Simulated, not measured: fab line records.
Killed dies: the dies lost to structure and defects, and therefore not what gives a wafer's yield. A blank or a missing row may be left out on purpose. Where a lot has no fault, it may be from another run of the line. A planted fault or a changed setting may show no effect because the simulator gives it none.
A struck lot beside a sound one | flow n5_finfet | 17 out of 1938 route steps
Sound: the wafers L312.2, L312.4, L312.5. Struck: wafer L327.6. (L327.1 of the same lot was not struck and is left out.) The cause comes at the end.
Per side, at each step with rows, come the tool, then ch with its chambers, and then its first start. Under that, the readings that differ: sound wafers | struck wafers | difference of the means | sigmas: that difference in standard deviations of wafers without a fault.
alike: readings whose means differ by less than 2 such deviations, and words and numbers that are the same on both sides. not compared: withheld readings, readings that some wafer has no value for, bounds like >300 that may hide the same value, and numbers for which the record gives no deviation and whose values overlap.
The two part at a step that has a row with sigmas, a row that says differs or no value, or rows on one side only. Numbers that don't overlap but have no deviation are shown without sigmas and don't part them. Lack of a reading on every wafer of one side parts them only where that side has two or more wafers.

first, 1 step without rows for these wafers: N5_BEOL_M0_SAQP_STRIP_80 (strips in N2/H2).
N5_BEOL_M0_SAQP_HM_OPEN_112: chemistry CHF3/O2, target SiO2, stops on a-Si, target depth 12 nm, time 13.5 s.
  sound on rie_diel-04 ch 0,1,3, day 6 23:38; struck on rie_diel-06 ch 2, day 10 20:30
  alike: drypump_motor_current_A, oes_product_au, rf_vpp_V, showerhead_plenum_p_Torr, throttle_valve_pct
  not compared: rf_hours_counter_h
then, 1 step without rows for these wafers: N5_BEOL_M0_SAQP_STRIP_113 (strips in CHF3/O2).
N5_BEOL_M0_SAQP_MANDREL_ETCH_20: etches a-Si in HBr/Cl2, stops on SiNx, target depth 60 nm, bt time 10 s, time 30 s.
  sound on rie_si-03 ch 0,2, day 6 23:43; struck on rie_si-03 ch 0, day 10 20:35
  alike: drypump_motor_current_A, oes_product_au, throttle_valve_pct
  not compared: rf_hours_counter_h
N5_BEOL_M0_SAQP_STRIP_86: strips in N2/H2.
  sound on rie_diel-06 ch 1,2, day 6 23:49; struck on rie_diel-06 ch 0, day 10 20:41
  alike: drypump_motor_current_A, h2_flow_sccm, oes_product_au, rf_vpp_V, showerhead_plenum_p_Torr, throttle_valve_pct
  not compared: rf_hours_counter_h
then, 2 steps without rows for these wafers: N5_BEOL_M0_SAQP_STRIP_115 (strips in post etch residue remover, time 60 s); N5_BEOL_M0_SAQP_SRD_93 (time 30 s).
N5_BEOL_M0_SAQP_RECESS_114: chemistry HF/NH3, target SiO2, target depth 14.4 nm, afs cycles 3, sublimation time 60 s.
  sound on vapor_etch-02 ch 1, day 6 23:58; struck on vapor_etch-01 ch 0, day 10 20:49
  alike: drypump_motor_current_A, foreline_p_Torr
N5_BEOL_M0_SAQP_SPACER1_ALD_98: deposits SiO2, target thk 12.8 nm, pulse time 1 s, purge time 2 s.
  sound on ald_sin-01 ch 0,1,3, day 7 01:08; struck on ald_sin-04 ch 2, day 10 21:34
  reading            | sound       | struck | difference | sigmas
  heater_power_w (W) | 428 506 462 | 575    | +110       | +2
  alike: precursor_pulse_height_rel
  not compared: since_wet_clean_h
then, 2 steps without rows for these wafers: N5_BEOL_M0_SAQP_SPACER1_ETCHBACK_99 (etches SiO2 in CHF3/O2, target depth 15.4 nm, time 7.7 s); N5_BEOL_M0_SAQP_MANDREL1_REMOVE_100 (chemistry HBr/Cl2/O2, target a-Si, stops on SiNx, bt time 10 s).
N5_BEOL_M0_SAQP_CD_MEAS_25: target cd 13.1 nm.
  sound on cd_sem-02 ch 0, day 7 01:48; struck on cd_sem-01 ch 0, day 10 22:14
  alike: cd_nm
N5_BEOL_M0_SAQP_ETCH_101: etches SiNx in CH3F/O2, target depth 29.9 nm, time 42.7 s.
  sound on rie_diel-02 ch 0,2, day 7 01:50; struck on rie_diel-02 ch 1, day 10 22:17
  reading                  | sound             | struck | difference | sigmas
  model.etch.depth_nm (nm) | 29.56 29.53 29.57 | 22.49  | -7.06      |
  alike: drypump_motor_current_A, oes_product_au, rf_vpp_V, showerhead_plenum_p_Torr, throttle_valve_pct
  not compared: rf_hours_counter_h
N5_BEOL_M0_SAQP_ETCH_102: etches SiO2 in CF4, target depth 4 nm, time 4.4 s.
  sound on rie_si-03 ch 0,1,3, day 7 01:57; struck on rie_si-05 ch 3, day 10 22:23
  reading               | sound             | struck | difference | sigmas
  oes_product_au (a.u.) | 1.002 0.999 1.016 | 0.495  | -0.511     | -32
  alike: cf4_flow_sccm, drypump_motor_current_A, throttle_valve_pct
  not compared: rf_hours_counter_h
then, 1 step without rows for these wafers: N5_BEOL_M0_SAQP_MANDREL_ETCH_103 (etches a-Si in HBr/Cl2, stops on SiCN, target depth 45 nm, bt time 10 s, time 27 s).
-- here the record skips 3 days between the struck wafers' starts before and after, leaving off in module BEOL_M0_SAQP and picking up in module BEOL_M4 (first step shown: number 1111 of the route) --
N5_BEOL_M4_RC_MEAS_101:
  sound on prober-02 ch 0, day 9 19:25; struck on prober-01 ch 0, day 14 05:52
  reading       | sound          | struck | difference | sigmas
  DIBL_N (mV/V) | 38.2 39.2 36.3 | 34.2   | -3.7       | -2
  DIBL_P (mV/V) | 37.1 40.0 35.4 | 32.7   | -4.8       | -2
  SS_N (mV/dec) | 72.2 71.6 71.2 | 70.4   | -1.3       | -2
  alike: IOFF_N, IOFF_P, ION_N, ION_P, SS_P, VT_N, VT_P
-- record jumps: 5 days separate the struck wafers' starts on either side; left off in module BEOL_M4, taken up again in module PASSIVATION, whose first shown step is the route's number 1936 --
N5_PASSIVATION_PROBE_49:
  struck on prober-02, day 18 20:43; sound on prober-02, day 14 15:57
  reading         | sound | struck | difference | sigmas
  killed_at_other | 4 4 3 | 12     | +8         | +3
  alike: defect_limited_yield, killed_at_M0_to_M3, killed_at_M4_up, killed_at_contacts, killed_at_front_end, killed_dies, killed_open, killed_short, sort_bin_5_function, sort_bin_6_memory, sort_bin_8_speed, sort_n_pass, sort_yield_pct

WHERE THEY PART
At N5_BEOL_M0_SAQP_SPACER1_ALD_98 first; at N5_PASSIVATION_PROBE_49 last (within this record only).

WHY: the cause the simulator had injected
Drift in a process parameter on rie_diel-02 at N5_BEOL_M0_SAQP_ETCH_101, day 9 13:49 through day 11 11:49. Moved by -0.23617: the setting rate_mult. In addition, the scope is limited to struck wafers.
